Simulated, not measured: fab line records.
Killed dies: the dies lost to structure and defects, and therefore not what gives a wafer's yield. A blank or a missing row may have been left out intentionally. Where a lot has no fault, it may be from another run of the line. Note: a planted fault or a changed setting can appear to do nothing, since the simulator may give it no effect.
fab line records    flow n5-finfet
record: lots: 7  wafers: 21  last-day: 18
route steps=1938 shown HKMG_FIN@445 GATE_CUT@465 PASSIVATION@1936
lots with no fault: from the same line, run without faults
start-h: hours from the record's first day to the start of the lot's first wafer shown    wait-h: hours from the lot's prior step to this one    " unchanged from the row above    L1.1+2: a single row standing in for several wafers    - no value, or no start was given    * or withheld: withheld    < > ~ a bound
route shown NAME@n: NAME is a module with steps in the file, n the number in the route of the first one    usual: the fault-free wafers' mean and standard deviation    same: alike in all rows    chamber/n: place in a boat    sites: the reading at each site    _std_site: their standard deviation    _edge_site: the outer-site mean with the inner-site mean subtracted    radius-mm: for every site, how far away it sits from the centre of the wafer    mask NAME#n: copy n    behind: tool/chamber where the wafer was last shaped    hold: reason for holding the lot/hours on hold/outcome of the hold    device: whichever transistor did not switch (one of n, p or np)    end of line: the tests these same wafers got at the end of their route    a step with no rows: only its recipe    killed: count of dies lost to structure and defects at first sort (not the wafer's yield)    map: dies across one wafer; x = killed, . = not, _ = none there
set.NAME: the run value of the setting; set.NAME@STEP: its run value at that earlier step    model.NAME: the simulator's own value behind a step, which no gauge read
lots at selected steps of the route; one table per step, one row per wafer
services: when a tool's chamber went out of use (start-h, in hours from the record's first day, below 0 if earlier), for how many hours, and the reason
== steps ==
step: N5_HKMG_FIN_STRIP_89
recipe: chemistry: N2/H2  material: SOC  time-s: 20  power-w: 500  temp-c: 40  pressure-mtorr: 50  rf-frequency-hz: 6e+07  bias-power-w: 8  h2-frac: 0.5  n2-flow-sccm: 300  h2-flow-sccm: 300
step: N5_HKMG_FIN_WET_ETCH_87
recipe: chemistry: SC1  target: TiN  mix: 1:2:40  temp-c: 50  time-s: 154.2  target-depth-nm: 4.7  dry: ipa-marangoni  rinse-time-s: 30  rinse-temp-c: 23
step: N5_HKMG_FIN_STRIP_88
recipe: chemistry: N2/H2  power-w: 2500  temp-c: 300  h2-frac: 0.65  time-s: 360  pressure-mtorr: withheld  n2-flow-sccm: 1750  h2-flow-sccm: 3250
step: N5_HKMG_FIN_NWFM_ALD_20
recipe: material: TiAlC  target-thk-a: 20  temp-c: 300  ald-precursor-family: TiCl4  ald-co-reactant: TEA  pulse-time-s: 3  purge-time-s: 2  co-reactant-purge-time-s: 2  co-reactant-pulse-time-s: 10  ald-cycles: 7  pressure-torr: 3
step: N5_HKMG_FIN_ALD_71
recipe: material: TiN  target-thk-a: 10  temp-c: 400  ald-precursor-family: TiCl4  ald-co-reactant: NH3  pulse-time-s: 1  purge-time-s: 3  co-reactant-purge-time-s: 2  co-reactant-pulse-time-s: 2  ald-cycles: 47  pressure-torr: 3
usual: heater-power-w: 890/98  precursor-pulse-height-rel: 0.999/0.018  susceptor-temp-C: 399.99/0.23
same: co-reactant-pulse-time-s: 2
lot.wafer  tool          chamber  start-h  wait-h  heater-power-w  precursor-pulse-height-rel  susceptor-temp-C
L178.1     ald-metal-04  1        95.59    0.0     925             0.996                       399.94
L178.2     "             2        "        "       1065            1.036                       399.84
L178.6     "             2        "        "       1083            0.998                       399.63
L180.2     ald-metal-03  1        107.30   0.0     839             1.012                       399.87
L180.3     "             0        "        "       907             0.985                       400.40
L180.4     "             3        "        "       920             1.020                       400.12
L181.3     ald-metal-03  2        112.37   0.0     799             0.991                       400.64
L181.4     "             3        "        "       927             0.976                       399.91
L181.5     "             0        "        "       897             1.012                       399.43
L188.1     ald-metal-02  3        156.06   0.0     763             1.011                       399.97
L188.2     "             1        "        "       976             0.968                       400.01
L188.5     "             0        "        "       856             0.987                       400.23
L192.1     ald-metal-04  1        178.56   0.0     989             0.989                       399.94
L192.2     "             0        "        "       960             0.997                       400.16
L192.3     "             2        "        "       1100            1.016                       399.96
L196.1     ald-metal-03  1        208.06   0.0     841             1.008                       400.05
L196.2     "             2        "        "       785             1.017                       399.96
L196.3     "             3        "        "       939             0.976                       400.24
L197.1     ald-metal-02  2        208.75   0.0     837             0.983                       400.24
L197.2     "             1        "        "       958             1.000                       400.24
L197.4     "             3        "        "       759             1.017                       400.33
step: N5_HKMG_FIN_COAT_66
recipe: resist: SOC  temp-c: 250  time-s: 60  spin-rpm: 1500  resist-thk-nm: 300
step: N5_HKMG_FIN_ETCH_67
recipe: chemistry: N2/H2  target: SOC  target-depth-a: 3889  stop-on: TiN  ion-energy-ev: 100  bias-w: 61  pressure-mtorr: 30  source-w: 850  n2-flow-sccm: 200  h2-flow-sccm: 200
step: N5_HKMG_FIN_STRIP_90
recipe: chemistry: N2/H2  material: SOC  time-s: 20  power-w: 500  temp-c: 40  pressure-mtorr: 50  rf-frequency-hz: 6e+07  bias-power-w: 8  h2-frac: 0.5  n2-flow-sccm: 300  h2-flow-sccm: 300
step: N5_HKMG_FIN_WET_ETCH_73
recipe: chemistry: SC1  mix: 1:2:40  temp-c: 50  time-s: 42.3  target-depth-nm: 1.3  dry: ipa-marangoni  rinse-time-s: 30  rinse-temp-c: 23
step: N5_HKMG_FIN_ETCHBACK_68
recipe: chemistry: Cl2/Ar  stop-on: HfO2  target-depth-a: 5  pressure-mtorr: 10  icp-w: 600  bias-w: 60  Cl2_flow_sccm: 40  Ar_flow_sccm: 60
step: N5_HKMG_FIN_STRIP_69
recipe: chemistry: N2/H2  power-w: 2500  temp-c: 300  h2-frac: 0.65  time-s: 360  pressure-mtorr: withheld  n2-flow-sccm: 1750  h2-flow-sccm: 3250
step: N5_HKMG_FIN_ALD_21
recipe: material: TiN  target-thk-a: 15  temp-c: 400  ald-precursor-family: TiCl4  ald-co-reactant: NH3  pulse-time-s: 1  purge-time-s: 3  co-reactant-purge-time-s: 2  co-reactant-pulse-time-s: 2  ald-cycles: 68  pressure-torr: 3
usual: heater-power-w: 885/110  precursor-pulse-height-rel: 1.002/0.021  susceptor-temp-C: 400.02/0.22
same: co-reactant-pulse-time-s: 2
lot.wafer  tool          chamber  start-h  wait-h  heater-power-w  precursor-pulse-height-rel  susceptor-temp-C
L178.1     ald-metal-04  2        96.84    0.3     1066            1.004                       399.80
L178.2     "             3        "        "       749             1.001                       399.78
L178.6     "             2        "        "       1055            0.956                       399.56
L180.2     ald-metal-04  0        108.38   0.3     929             1.041                       400.20
L180.3     "             3        "        "       753             1.011                       399.77
L180.4     "             2        "        "       1123            1.026                       400.18
L181.3     ald-metal-02  3        113.63   0.1     768             1.011                       400.32
L181.4     "             1        "        "       947             1.006                       400.10
L181.5     "             2        "        "       841             0.988                       399.61
L188.1     ald-metal-04  1        157.16   0.3     983             1.026                       399.78
L188.2     "             3        "        "       732             1.012                       399.91
L188.5     "             2        "        "       1080            1.044                       399.95
L192.1     ald-metal-02  2        179.83   0.3     845             1.037                       400.03
L192.2     "             0        "        "       842             1.010                       399.93
L192.3     "             1        "        "       965             1.007                       399.89
L196.1     ald-metal-04  1        209.44   0.3     970             1.010                       399.49
L196.2     "             2        "        "       1083            0.963                       399.90
L196.3     "             3        "        "       733             1.016                       399.96
L197.1     ald-metal-02  3        209.88   0.3     749             1.039                       400.02
L197.2     "             1        "        "       992             1.006                       399.92
L197.4     "             2        "        "       834             0.957                       400.07
step: N5_HKMG_FIN_ALD_72
recipe: material: W  target-thk-a: 20  temp-c: 300  pressure-torr: 7.5  ald-precursor-family: WF6  ald-co-reactant: B2H6  pulse-time-s: 1  purge-time-s: 2  co-reactant-purge-time-s: 2  co-reactant-pulse-time-s: 3  ald-cycles: 7
usual: heater-power-w: 505/59  precursor-pulse-height-rel: 0.998/0.022  susceptor-temp-C: 300.01/0.18
same: co-reactant-pulse-time-s: 3
lot.wafer  tool      chamber  start-h  wait-h  heater-power-w  precursor-pulse-height-rel  susceptor-temp-C
L178.1     cvd-w-01  0        97.20    0.2     486             0.951                       300.13
L178.2     "         1        "        "       445             0.967                       299.87
L178.6     "         0        "        "       479             0.994                       300.28
L180.2     cvd-w-01  0        108.75   0.2     494             0.999                       300.00
L180.3     "         1        "        "       447             1.006                       299.77
L180.4     "         0        "        "       474             0.953                       300.00
L181.3     cvd-w-02  0        114.01   0.2     492             1.017                       300.12
L181.4     "         1        "        "       592             0.971                       299.88
L181.5     "         1        "        "       608             1.008                       299.99
L188.1     cvd-w-01  0        157.52   0.2     492             0.981                       299.96
L188.2     "         1        "        "       436             1.022                       299.72
L188.5     "         1        "        "       439             1.007                       299.84
L192.1     cvd-w-01  0        180.19   0.2     470             0.987                       299.93
L192.2     "         1        "        "       440             0.975                       300.11
L192.3     "         1        "        "       431             1.028                       300.01
L196.1     cvd-w-01  1        209.80   0.2     442             1.038                       300.01
L196.2     "         0        "        "       485             0.956                       300.03
L196.3     "         0        "        "       478             1.004                       299.81
L197.1     cvd-w-01  1        210.24   0.2     448             1.038                       300.03
L197.2     "         0        "        "       479             0.992                       299.75
L197.4     "         1        "        "       448             0.984                       299.89
step: N5_HKMG_FIN_W_FILL_22
recipe: material: W  target-thk-a: 600  temp-c: 400  pressure-torr: 39.4  time-s: 18.2
step: N5_HKMG_FIN_PRECLEAN_83
recipe: chemistry: DIW  time-s: 57.5  temp-c: 23
step: N5_HKMG_FIN_SRD_84
recipe: dry-time-s: 32  dry: n2-spin  spin-rpm: 1500
step: N5_HKMG_FIN_CMP_23
recipe: stop-on: SiNx  t-overpolish-s: 10  post-cmp-clean: rinse-only  down-force-psi: 4  platen-rpm: 50.289  pad-velocity-m-s: 1.0006  target-thk-nm: 46.326
step: N5_HKMG_FIN_CMP_94
recipe: stop-on: SiNx  post-cmp-clean: w-dilute-nh4oh  t-overpolish-s: 4.7  down-force-psi: 4  platen-rpm: 50.289  pad-velocity-m-s: 1.0006  target-thk-nm: 43.299
usual: motor-current-A: 12.2/1.4  retaining-ring-pressure-frac: 0.999/0.0052
lot.wafer  tool    chamber  start-h  wait-h  motor-current-A  retaining-ring-pressure-frac
L178.1     cmp-03  3        97.92    0.3     13.8             0.995
L178.2     "       0        "        "       10.5             0.997
L178.6     "       1        "        "       10.5             0.991
L180.4     cmp-03  0        109.40   0.4     10.6             0.999
L180.3     "       1        "        "       11.2             1.004
L180.2     "       3        "        "       13.7             1.003
L181.3     cmp-03  2        114.93   0.3     11.1             0.999
L181.4     "       3        "        "       14.6             1.000
L181.5     "       1        "        "       10.8             0.998
L188.2     cmp-01  3        158.20   0.3     10.1             0.998
L188.1     "       1        "        "       12.5             1.001
L188.5     "       2        "        "       13.4             1.006
L192.2     cmp-03  1        180.84   0.4     11.4             1.000
L192.1     "       3        "        "       14.2             0.992
L192.3     "       0        "        "       10.9             0.993
L196.2     cmp-04  1        210.45   0.4     14.0             0.988
L196.1     "       2        "        "       13.4             0.991
L196.3     "       0        "        "       14.1             1.000
L197.4     cmp-03  0        210.89   0.4     11.3             1.001
L197.2     "       1        "        "       10.2             0.991
L197.1     "       2        "        "       11.8             0.994
step: N5_GATE_CUT_ETCHBACK_00
recipe: chemistry: SF6/Cl2  target: W  pressure-mtorr: 8  icp-w: 900  bias-w: 80  SF6_flow_sccm: 40  Cl2_flow_sccm: 60
step: N5_GATE_CUT_ETCH_56
recipe: chemistry: Cl2/Ar  target: TiN  target-depth-a: 216  pressure-mtorr: 10  icp-w: 600  bias-w: 60  Cl2_flow_sccm: 40  Ar_flow_sccm: 60
step: N5_GATE_CUT_ETCHBACK_30
recipe: chemistry: Cl2/Ar  target: TiN  target-depth-a: 30  mode: isotropic  pressure-mtorr: 10  icp-w: 600  bias-w: 60  Cl2_flow_sccm: 40  Ar_flow_sccm: 60
usual: drypump-motor-current-A: 5.4/0.61  oes-product-au: 0.75/0.079  rf-fwd-power-W: 588.8/2.7  throttle-valve-pct: 20.89/0.077
lot.wafer  tool          chamber  start-h  wait-h  drypump-motor-current-A  oes-product-au  rf-fwd-power-W  rf-hours-counter-h  throttle-valve-pct
L178.1     rie-metal-03  0        98.54    0.1     5.4                      0.82            589.1           26                  20.80
L178.2     "             0        "        "       5.5                      0.81            589.1           -                   20.79
L178.6     "             0        "        "       5.5                      0.82            590.7           -                   20.79
L180.2     rie-metal-02  0        109.87   0.1     5.8                      0.60            594.9           120                 20.92
L180.3     "             1        "        "       4.7                      0.76            585.9           -                   20.83
L180.4     "             0        "        "       5.9                      0.60            592.4           -                   20.92
L181.3     rie-metal-02  0        115.35   0.0     5.8                      0.60            588.9           -                   20.91
L181.4     "             1        "        "       4.7                      0.76            585.1           -                   20.83
L181.5     "             0        "        "       5.8                      0.61            590.5           -                   20.91
L188.1     rie-metal-01  1        158.65   0.1     4.8                      0.84            591.8           30                  20.82
L188.2     "             0        "        "       6.3                      0.75            588.6           66                  20.92
L188.5     "             0        "        "       6.3                      0.74            588.3           -                   20.93
L192.1     rie-metal-03  0        181.32   0.1     5.4                      0.81            586.7           34                  20.79
L192.2     "             1        "        "       4.9                      0.76            586.7           44                  21.07
L192.3     "             1        "        "       4.9                      0.75            588.3           -                   21.08
L196.1     rie-metal-01  0        210.93   0.1     6.2                      0.72            589.6           70                  20.95
L196.2     "             1        "        "       4.8                      0.83            589.6           34                  20.85
L196.3     "             0        "        "       6.3                      0.73            588.6           -                   20.98
L197.1     rie-metal-01  0        211.37   0.1     6.3                      0.73            588.7           70                  20.95
L197.2     "             1        "        "       4.9                      0.83            591.5           34                  20.87
L197.4     "             0        "        "       6.3                      0.73            590.4           -                   20.95
step: N5_GATE_CUT_VAPOR_ETCH_60
recipe: chemistry: BCl3/Cl2  target: HfO2  mode: isotropic
step: N5_GATE_CUT_ETCH_58
recipe: chemistry: CH3F/O2  target: SiNx  target-depth-a: 170  time-s: 128.6  ion-energy-ev: 50  pressure-mtorr: 30  source-w: 415  bias-w: 21  Ar_flow_sccm: 150  CH3F_flow_sccm: 30  O2_flow_sccm: 20
step: N5_GATE_CUT_STRIP_59
recipe: chemistry: N2/H2  time-s: 20  power-w: 100  temp-c: 40  pressure-mtorr: 100  rf-frequency-hz: 6e+07  bias-power-w: 3  n2-flow-sccm: 300  h2-flow-sccm: 300
step: N5_GATE_CUT_PRECLEAN_31
recipe: temp-c: 23  chemistry: DIW  time-s: 300
step: N5_GATE_CUT_SRD_32
recipe: time-s: 30  temp-c: 23  rinse-liquid: diw  dry: ipa-marangoni
step: N5_GATE_CUT_SAC_CAP_01
recipe: material: SiNx  target-thk-a: 240  temp-c: 400  ald-precursor-family: SiH2I2  ald-co-reactant: N2/H2-plasma  pulse-time-s: 1  ald-cycles: 480  purge-time-s: 2  co-reactant-purge-time-s: 2  pressure-torr: 2
step: N5_GATE_CUT_PECVD_57
recipe: material: SiNx  target-thk-a: 210  temp-c: 400  precursor: SiH4/NH3/N2  pressure-torr: 1.5  rf-w: 300
step: N5_GATE_CUT_CMP_02
recipe: stop-on: SiO2  t-overpolish-s: 12.7  post-cmp-clean: alkaline-brush  down-force-psi: 2.5  platen-rpm: 51.8  pad-velocity-m-s: 1.0307  target-thk-nm: 0
usual: motor-current-A: 9.3/1  overpolish-run-s: 12.701/0.0094  retaining-ring-pressure-frac: 1.000/0.0051  time-to-endpoint-s: 25/3.8
lot.wafer  tool    chamber  start-h  wait-h  motor-current-A  overpolish-run-s  retaining-ring-pressure-frac  time-to-endpoint-s
L178.2     cmp-04  0        102.24   0.1     10.6             12.694            0.993                         23
L178.1     "       1        "        "       11.5             12.718            0.999                         23
L178.6     "       0        "        "       10.8             12.704            0.990                         25
L180.4     cmp-02  1        112.54   0.0     8.9              12.711            1.006                         24
L180.3     "       3        "        "       10.1             12.703            1.001                         21
L180.2     "       0        "        "       9.8              12.694            0.999                         23
L181.3     cmp-02  2        118.27   0.2     9.6              12.690            0.998                         28
L181.4     "       1        "        "       8.6              12.722            1.000                         24
L181.5     "       3        "        "       9.2              12.698            0.992                         27
L188.1     cmp-04  3        161.31   0.1     8.9              12.696            0.993                         24
L188.2     "       0        "        "       11.1             12.697            0.991                         23
L188.5     "       3        "        "       8.4              12.700            0.994                         25
L192.3     cmp-02  2        184.76   0.2     9.7              12.700            0.995                         28
L192.1     "       3        "        "       9.6              12.701            1.005                         27
L192.2     "       0        "        "       9.5              12.699            1.003                         26
L196.2     cmp-03  2        214.48   0.1     8.5              12.708            1.000                         25
L196.3     "       0        "        "       8.2              12.704            0.998                         26
L196.1     "       1        "        "       8.1              12.705            1.004                         19
L197.2     cmp-03  2        215.53   0.1     8.8              12.700            0.998                         27
L197.4     "       0        "        "       8.1              12.697            1.003                         28
L197.1     "       1        "        "       7.8              12.700            1.003                         17
step: N5_GATE_CUT_HM_DEP_46
recipe: material: SiO2  target-thk-a: 1300  temp-c: 400  precursor: TEOS/O2  pressure-torr: 6.5  rf-w: 900  teos-flow-sccm: 161.4  gas: O2  flow-sccm: 2650  time-s: 26.6
step: N5_GATE_CUT_COAT_34
recipe: resist: SOC  temp-c: 250  time-s: 60  spin-rpm: 1500  resist-thk-nm: 60
step: N5_GATE_CUT_COAT_35
recipe: resist: SiARC  temp-c: 220  time-s: 60  spin-rpm: 1500  resist-thk-nm: 10
step: N5_GATE_CUT_COAT_27
recipe: resist: underlayer  temp-c: 205  time-s: 60  spin-rpm: 1500  resist-thk-nm: 10
step: N5_GATE_CUT_COAT_07
recipe: resist: CAR-EUV  spin-rpm: 1500  resist-thk-nm: 30
step: N5_GATE_CUT_EBR_09
recipe: solvent: PGMEA  ebr-width-mm: 1.5
step: N5_GATE_CUT_SOFTBAKE_08
recipe: temp-c: 110  time-s: 60  resist: CAR-EUV
step: N5_GATE_CUT_EXPOSE_10
recipe: mask-id: GATE_CUT  na: 0.33  source-shape: annular  sigma-inner: 0.35  sigma-outer: 0.8  polarization: unpolarized  target-cd-nm: 20  dose-mj: 43.25
step: N5_GATE_CUT_PEB_11
recipe: peb-temp-c: 100  peb-time-s: 60  resist: CAR-EUV
step: N5_GATE_CUT_DEVELOP_12
recipe: develop-time-s: 30  developer: TMAH  resist: CAR-EUV  rinse-liquid: surfactant-rinse  dry: air-spin  dev-temp-c: 23
step: N5_PASSIVATION_PROBE_49
usual: killed_at_M0_to_M3: 34/11  killed_at_M4_up: 14/5.6  killed-at-contacts: 13/5.9  killed-at-front-end: 40/11  killed-at-other: 4/3.1  killed-dies: 105/16  killed-open: 68/11  killed-short: 34/8.4
same: gross-dies: 1180  killed-at-back-side: 0
lot.wafer  tool       chamber  start-h  wait-h  killed_at_M0_to_M3  killed_at_M4_up  killed-at-contacts  killed-at-front-end  killed-at-other  killed-dies  killed-open  killed-short
L192.1     prober-01  -        402.73   0.0     28                  15               12                  158                  4                217          69           25
L192.2     prober-01  -        402.78   0.1     23                  6                8                   119                  9                165          40           30
L192.3     prober-01  -        402.83   0.1     30                  15               5                   124                  6                180          57           33
L196.1     prober-02  -        429.93   1.4     27                  15               16                  133                  3                194          72           30
L196.2     prober-02  -        429.98   1.5     27                  14               15                  156                  1                213          58           22
L196.3     prober-02  -        430.03   1.5     23                  24               8                   138                  6                199          53           25
L197.1     prober-01  -        442.64   0.0     35                  5                21                  123                  7                191          74           32
L197.2     prober-01  -        442.69   0.1     23                  15               8                   157                  3                206          54           27
L197.4     prober-01  -        442.79   0.2     27                  13               22                  132                  6                200          81           37
killed by level:class
L192.1 HKMG_FIN:unspecified=122 FIN_SAQP:geometric-particle:open=11 MOL_CONTACT_COAG:geometric-particle:open=10 BEOL_M0_SAQP:geometric-particle:open=9 BEOL_M1:geometric-particle:open=6 FIN_SAQP:geometric-particle:short=5 BEOL_M0_SAQP:geometric-particle:short=5 BEOL_M7:geometric-particle:open=5
L192.2 HKMG_FIN:unspecified=95 BEOL_M0_SAQP:geometric-particle:short=8 FIN_SAQP:geometric-particle:short=7 MOL_CONTACT_COAG:geometric-particle:open=7 BEOL_M0_SAQP:geometric-particle:open=7 FIN_SAQP:geometric-particle:open=6 BEOL_M3:geometric-particle:open=5 MIM_TOP_ETCH:geometric-particle:short=4
L192.3 HKMG_FIN:unspecified=90 FIN_SAQP:geometric-particle:short=15 BEOL_M0_SAQP:geometric-particle:open=8 BEOL_M1:geometric-particle:open=8 FIN_SAQP:geometric-particle:open=6 BEOL_M0_SAQP:geometric-particle:short=6 BEOL_M4:geometric-particle:open=6 MOL_CONTACT_COAG:geometric-particle:open=5
L196.1 HKMG_FIN:unspecified=84 FIN_SAQP:geometric-particle:open=14 MOL_CONTACT_COAG:geometric-particle:open=13 STI_FIN_REVEAL:geometric-particle:open=10 BEOL_M4:geometric-particle:open=8 BEOL_M0_SAQP:geometric-particle:short=7 HKMG_FIN:area-etch=7 FIN_SAQP:geometric-particle:short=5
L196.2 HKMG_FIN:unspecified=132 MOL_CONTACT_COAG:geometric-particle:open=11 BEOL_M0_SAQP:geometric-particle:short=10 BEOL_M4:geometric-particle:open=6 STARTING-WAFER:geometric-particle:open=5 FIN_SAQP:geometric-particle:open=4 STI_FIN_REVEAL:geometric-particle:open=4 MOL_CONTACT_COAG:geometric-particle:short=4
L196.3 HKMG_FIN:unspecified=119 MOL_CONTACT_COAG:geometric-particle:open=8 BEOL_M4:geometric-particle:open=8 BEOL_M0_SAQP:geometric-particle:open=6 BEOL_M0_SAQP:geometric-particle:short=6 BEOL_M4:geometric-particle:short=4 FIN_SAQP:geometric-particle:open=3 ILD0:geometric-particle:short=3
L197.1 HKMG_FIN:unspecified=83 MOL_CONTACT_COAG:geometric-particle:open=18 STI_FIN_REVEAL:geometric-particle:open=8 BEOL_M0_SAQP:geometric-particle:short=8 BEOL_M3:geometric-particle:open=7 DUMMY_GATE:geometric-particle:open=5 BEOL_M1:geometric-particle:open=5 FIN_SAQP:geometric-particle:open=4
L197.2 HKMG_FIN:unspecified=124 BEOL_M4:geometric-particle:open=10 STI_FIN_REVEAL:geometric-particle:open=7 FIN_SAQP:geometric-particle:open=6 FIN_SAQP:geometric-particle:short=6 MOL_CONTACT_COAG:geometric-particle:open=6 BEOL_M0_SAQP:geometric-particle:short=6 BEOL_M2:geometric-particle:open=6
L197.4 HKMG_FIN:unspecified=82 MOL_CONTACT_COAG:geometric-particle:open=20 STI_FIN_REVEAL:geometric-particle:open=15 BEOL_M0_SAQP:geometric-particle:short=8 STI_FIN_REVEAL:geometric-particle:short=7 BEOL_M4:geometric-particle:open=6 STARTING-WAFER:geometric-particle:open=6 FIN_SAQP:geometric-particle:open=5
map L192.1 (x killed, . not)
_________________....x.......________________
______________x..x...x....x....._____________
___________..............x....x....__________
__________...x................xxxxx._________
________....................xxxxxx..x._______
_______....................xxxxxx.x..x.______
______...x.x............xxxxxxxxxxxx...._____
_____x...........x.....xxxxxxxxxxxx.x....____
____...x................xxxxxxxxxxxxx..x..___
___..............xx....xxxxxxxxxxxxxxxx.x..__
___x................x..xxxxxxxxxxxxxx.x....__
__.......x...............x.xxxxxxxxx.x......_
__..................x...xxxxxxxxxxxxx.x.xx.._
_.......................xx.xxxxxxxx..........
_.....x.xx..........x..x.xxxx.x.x...x.....x..
_.....xx.........x...........x..x.x........x.
_............................................
_.......x.................x..................
_........xx......x...x.......x..xx...........
_....x.........x.......................x.....
_...................x..............xx..x.....
__x..................xx......x.............._
__....................x..x.......x...x......_
___x....................................x..__
___.x........................x....x........__
____x.................x...................___
_____...x............x...................____
______.........x.x...............xx....._____
_______......x..........xx.........x...______
________.......x....x.........x......._______
__________.........................._________
___________........xx..........x.x.__________
______________.....x..x........._____________
_________________............________________
map L196.2 (x killed, . not)
_________________...x........________________
______________..x.x......x.xx..._____________
___________......x......x..........__________
__________...x....x............xx..._________
________.....x..x.........xxxx.xxxx..._______
_______.........x........x.xxxxxxxxxx..______
______..........x.......x.xxxxxxxxxx...._____
_____......x..........x.xx.xxxxxxxxxxx...____
____.............x.....xxxxxxxxxxxxxx.x...___
___.....................xxxxxxxxxxxxx......__
___.....x..............xxxxxxxxxxxxxxxx..x.__
__.x.................x...xxxxxxxxxx.xxx...x._
__..........x..x.........xxxxxxxxxx.x.x..x.x_
_...........x..........x.xxx.xx.xxxxx........
_.............x............xxx.x...x.xxx...x.
_..x.......x....................xx.........x.
_...x...............x........x...............
_.x..............................xx.x........
_.x.....x.........x..........................
_x..xx................x..x.x...............x.
_x....x......................................
__..........x.............x......x........x._
__....x...............x.......x............._
___.............x..x.......................__
___...................x....................__
____............x..x.............x........___
_____.............x......................____
______...x........x...............x....._____
_______..........x.......x........x....______
________.........................x...._______
__________............x............._________
___________......x..x..............__________
______________...........x....xx_____________
_________________............________________
== services ==
tool          chamber  start-h  hours  kind
cvd-w-02      0        72.63    20.9   repair
cmp-02        -        74.69    0.4    repair
cmp-03        -        80.45    8.3    repair
cmp-04        -        84.21    2.2    repair
cvd-w-01      -        88.48    0.9    repair
rie-metal-03  1        94.94    8.2    repair
ald-metal-03  -        96.98    0.6    repair
cmp-04        -        98.12    3.3    repair
rie-metal-03  1        103.40   16.7   repair
cmp-04        -        111.36   10.1   pm
cmp-03        -        117.20   3.2    pm
cmp-02        -        120.37   3.8    pm
cmp-04        -        123.00   0.7    repair
cvd-w-01      -        130.96   1.2    repair
cmp-04        -        142.43   4.0    pm
cmp-02        -        153.93   0.7    repair
cmp-04        -        173.15   2.0    repair
cmp-04        -        176.37   6.5    pm
cmp-04        -        183.67   2.0    repair
cmp-02        -        194.72   1.6    repair
cvd-w-01      -        198.50   6.9    pm
ald-metal-04  -        205.36   2.8    pm
cmp-03        -        209.31   0.3    repair
cmp-02        -        211.88   4.0    pm
== key ==
first-sign: step: N5_PASSIVATION_PROBE_49  reading: killed-at-front-end  direction: up  sigmas: 8.8  usual: 40  struck: 138
effect: step: N5_PASSIVATION_PROBE_49  reading: killed-dies  direction: up  sigmas: 5.6  usual: 105  struck: 196
more-kills-born-at: N5_HKMG_FIN_ALD_72@cvd-w-01: 931
met-at N5_HKMG_FIN_ALD_72
struck-wafers L192.1,L192.2,L192.3,L196.1,L196.2,L196.3,L197.1,L197.2,L197.4
tester-left-out L192,L196,L197
onset-between 157.52 180.19
also-fits time
fault: kind: chamber-particle-source  tool: cvd-w-01  chamber: -  onset-h: 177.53  steps: N5_HKMG_FIN_ALD_72  rate-per-visit-cm2: 0.87234  end-h: 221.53
tester-left-out: of these lots the tester's yield and bins aren't shown, on N5 and GAA mostly nor the transistor test; their killed dies are dies lost to structure and defects alone, not to doping, threshold or leakage, so they don't give the yield
